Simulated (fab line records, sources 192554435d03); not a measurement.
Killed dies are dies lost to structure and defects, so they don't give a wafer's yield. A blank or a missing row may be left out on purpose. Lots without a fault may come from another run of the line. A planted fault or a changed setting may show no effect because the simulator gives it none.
Split-lot experiment | flow n5_finfet | 7 lots, 21 wafers read, on a route of 1938 steps

THE SPLIT
At N5_PMOS_HMC_CHANNEL_EPI_PEB_07 (peb time 60 s), the setting peb_time_s was moved away from the recipe's 60 s on 9 of the 21 wafers read, by -20.2% to +20.5%. The other wafers ran this setting at the recipe's value.

FROM THE SPLIT TO THE READING: what the file shows between them, 1 step
- N5_PMOS_HMC_CHANNEL_EPI_DEVELOP_08: develop time 30 s

THE READING
cd_nm, in nm, at N5_PMOS_HMC_CHANNEL_EPI_CD_MEAS_09 (target cd 237.4 nm). Fault-free wafers of this fab line usually give 237.0 nm, standard deviation 1.1 nm.

wafer  | tool, chamber at the split | peb_time_s as run, s | against the recipe | cd_nm, nm | against lot-mates on the recipe
L075.3 | litho_track-02, 0          | 60                   | recipe             | 234.5     | -
L075.4 | litho_track-02, 0          | 60                   | recipe             | 236.5     | -
L075.5 | litho_track-02, 0          | 60                   | recipe             | 235.6     | -
L077.2 | litho_track-04, 0          | 47.89                | -20.2%             | 227.7     | no lot-mate on the recipe
L077.3 | litho_track-04, 0          | 47.89                | -20.2%             | 228.6     | no lot-mate on the recipe
L077.5 | litho_track-04, 0          | 47.89                | -20.2%             | 227.3     | no lot-mate on the recipe
L081.1 | litho_track-04, 0          | 60                   | recipe             | 238.2     | -
L081.2 | litho_track-04, 0          | 72.31                | +20.5%             | 245.3     | +7.9
L081.3 | litho_track-04, 0          | 60                   | recipe             | 236.6     | -
L082.1 | litho_track-03, 0          | 60                   | recipe             | 236.0     | -
L082.4 | litho_track-03, 0          | 56.02                | -6.6%              | 233.2     | -2.8
L082.5 | litho_track-03, 0          | 56.02                | -6.6%              | 234.4     | -1.6
L084.4 | litho_track-02, 0          | 60                   | recipe             | 235.1     | -
L084.5 | litho_track-02, 0          | 49.92                | -16.8%             | 228.2     | -6.9
L084.6 | litho_track-02, 0          | 49.92                | -16.8%             | 228.1     | -7.0
L090.1 | litho_track-03, 0          | 60                   | recipe             | 237.3     | -
L090.3 | litho_track-03, 0          | 60                   | recipe             | 237.5     | -
L090.4 | litho_track-03, 0          | 60                   | recipe             | 238.1     | -
L093.2 | litho_track-02, 0          | 60                   | recipe             | 236.4     | -
L093.4 | litho_track-02, 0          | 48.39                | -19.4%             | 227.7     | -9.5
L093.5 | litho_track-02, 0          | 60                   | recipe             | 237.9     | -

THE FIT
A straight line over all 21 wafers: cd_nm changes by +0.448 nm for each +1% of peb_time_s; r = +0.98; the points scatter about the line by 1 nm.
The same after taking each lot's own level away (the mean of its wafers on the recipe; 18 wafers): +0.418 nm for each +1%; r = +0.98; scatter 0.73 nm.
On that fit, the largest move of peb_time_s shifts the reading by 8.6 nm.
The lots' own levels span 235.10 to 237.63 nm, that is 2.3 times the standard deviation above.
So the lot-to-lot level changes the slope little: the two slopes agree.
Check: with one of the wafers moved furthest among these (+20.5%) left out of the fit, the line predicts +9.08 nm for it against its lot-mates. It came out at +7.9 nm against them.

OTHER SPLITS ON THESE WAFERS
These wafers also went through other splits before the reading. Each is held against what the fit with the lots' levels taken away leaves over:
other split on the same wafers           | wafers away from the commonest value | r with cd_nm (lot level and that fit taken away)
N5_ZERO_LAYER_PECVD_02 time_s            | 6                                    | -0.40
N5_PMOS_HMC_CHANNEL_EPI_HM_DEP_34 time_s | 8                                    | -0.53

THE WHOLE CHAIN: every reading that the file lists as answering this split, in the file's order
step                                  | what it does                                                | reading                                                                     | change (the file's fit)               | r (the file's)
N5_PMOS_HMC_CHANNEL_EPI_CD_MEAS_09    | target cd 237.4 nm                                          | cd_nm                                                                       | +0.425 nm for each +1% of the setting | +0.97
N5_PMOS_HMC_CHANNEL_EPI_DESCUM_14     | chemistry O2, time 7.9 s                                    | PMOS_HMC_CHANNEL_EPI.cd_nm (the simulator's own value, which no gauge read) | +0.423 nm for each +1% of the setting | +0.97
N5_PMOS_HMC_CHANNEL_EPI_FIN_RECESS_16 | chemistry HBr/Cl2, target Si, target depth 54 nm, time 18 s | PMOS_HMC_CHANNEL_EPI.cd_nm (the simulator's own value, which no gauge read) | +0.415 nm for each +1% of the setting | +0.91

THE FILE'S OWN FIT
cd_nm changes by +0.425 nm for each +1% of peb_time_s, r = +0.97.
